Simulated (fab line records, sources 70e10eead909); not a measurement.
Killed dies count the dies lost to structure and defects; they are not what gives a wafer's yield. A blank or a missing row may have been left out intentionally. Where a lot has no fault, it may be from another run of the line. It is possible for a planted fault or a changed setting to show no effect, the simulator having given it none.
Struck lot and sound lot, side by side + flow nand-harc + 13 out of 1302 route steps
Sound: wafers L646.1, L646.2, L646.6. Wafers L656.2, L656.4, L656.5 were the ones struck. Last of all comes the cause.
At each step with rows: each side's tool, then ch and its chambers, then its first start. Under that, the readings that differ: sound wafers + struck wafers + difference of the means + sigmas: that difference in standard deviations of wafers without a fault.
alike: readings whose means differ by less than 2 such deviations, and words and numbers that are the same on both sides. not compared: withheld readings, readings that some wafer has no value for, bounds like >300 that may hide the same value, and numbers for which the record gives no deviation and whose values overlap.
Wherever a step has rows on one side only, a row that says differs or no value, or a row with sigmas, the two part there. When numbers do not overlap yet have no deviation, they are printed without sigmas and do not part them. A reading that every wafer of one side lacks parts them only if that side has two wafers or more.

first, 1 step without rows for these wafers: NHARC_P_M1_SRD_25.
NHARC_P_M1_INSPECT_27:
  struck on defect-inspect-01, day 14 08:23; sound on defect-inspect-02, day 10 07:13
  alike: raw-defect-count
NHARC_P_M1_PRE_CLEAN_32: time 12 s.
  sound on pecvd-03 ch 0,1,2, day 10 07:17; struck on pecvd-04 ch 1,2, day 14 08:50
  alike: heater-power-w
NHARC_P_M1_DEP_33: deposits SiCN, target thk 30 nm.
  sound on pecvd-03 ch 0,1,2, day 10 07:22; struck on pecvd-04 ch 1,2, day 14 08:56
  alike: heater-power-w
then, 7 steps without rows for these wafers: NHARC_P_M2_DEP_00 (deposits SiOC, target thk 182.5 nm); NHARC_P_M2_DEHYDRATE_01 (time 120 s); NHARC_P_M2_HMDS_02 (time 30 s); NHARC_P_M2_COAT_34 (time 65 s); NHARC_P_M2_COAT_03 (resist thk 90 nm); NHARC_P_M2_SOFTBAKE_04 (time 55 s); NHARC_P_M2_EBR_05.
NHARC_P_M2_EXPOSE_06: exposes mask P M2, target cd 170 nm.
  struck on arfi-scanner-03, day 14 09:52; sound on arfi-scanner-03 ch 0, day 10 08:28
  no value came back on the struck wafers for exposure-dose-mJ-cm2, focus-offset-nm (nm); on the sound wafers exposure-dose-mJ-cm2 reads 80.86 80.74 80.68
  alike: mask
then, 1 step without rows for these wafers: NHARC_P_M2_PEB_07 (peb time 65 s).

## WHERE THEY PART
Within this record, at NHARC_P_M2_EXPOSE_06 only.

WHY: whatever the simulator had introduced
Step skipped in full: arfi-scanner-03, at NHARC_P_M2_EXPOSE_06, from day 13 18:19 onward. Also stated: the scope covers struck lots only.
